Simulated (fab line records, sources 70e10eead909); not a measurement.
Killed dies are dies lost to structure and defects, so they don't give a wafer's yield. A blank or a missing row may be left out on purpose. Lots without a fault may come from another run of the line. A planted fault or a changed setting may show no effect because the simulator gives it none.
Chamber matching | flow nand_harc | NHARC_A_STAIRCASE_DEP_325 on pecvd-04: 3 sister chambers
The step deposits SiO2, target thk 3800 nm. 6 wafers are shown with their chamber, then 8 later ones without.

WAFERS WITH THEIR CHAMBER
wafer  | chamber | heater_power_w (W)
L084.2 | 0       | 735
L084.5 | 2       | 544
L086.1 | 1       | 666
L086.3 | 0       | 780
L086.6 | 2       | 533
L089.1 | 1       | 555

WAFERS WITHOUT THEIR CHAMBER
wafer  | heater_power_w (W)
L089.2 | 754
L089.5 | 625
L092.1 | 695
L092.2 | 580
L092.4 | 606
L095.1 | 765
L095.2 | 636
L095.3 | 556

WHICH CHAMBER EACH WENT THROUGH
wafer  | from the rows above          | in truth
L089.2 | 0                            | 0
L089.5 | can't be placed: 1 or 2      | 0
L092.1 | can't be placed: 0 or 1 or 2 | 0
L092.2 | can't be placed: 1 or 2      | 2
L092.4 | can't be placed: 1 or 2      | 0
L095.1 | 0                            | 0
L095.2 | can't be placed: 1 or 2 or 0 | 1
L095.3 | can't be placed: 2 or 1      | 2
Placed correctly: 2 of 8. Can't be placed from these rows: 6 (the true chamber is among the candidates in 4). Placed wrongly: 0.
How it was worked out, from the rows above alone: a wafer's distance from a chamber is the root of the sum, over the readings, of the square of ((its reading less the chamber's mean) divided by the reading's scatter). The wafer belongs to the nearest chamber; if the next one is less than 2 further off, it can't be placed. A chamber's mean is the mean of its shown wafers. The scatter: the root of (the sum of the squares of (reading less its chamber's mean) over the shown wafers, divided by (wafers less chambers)).
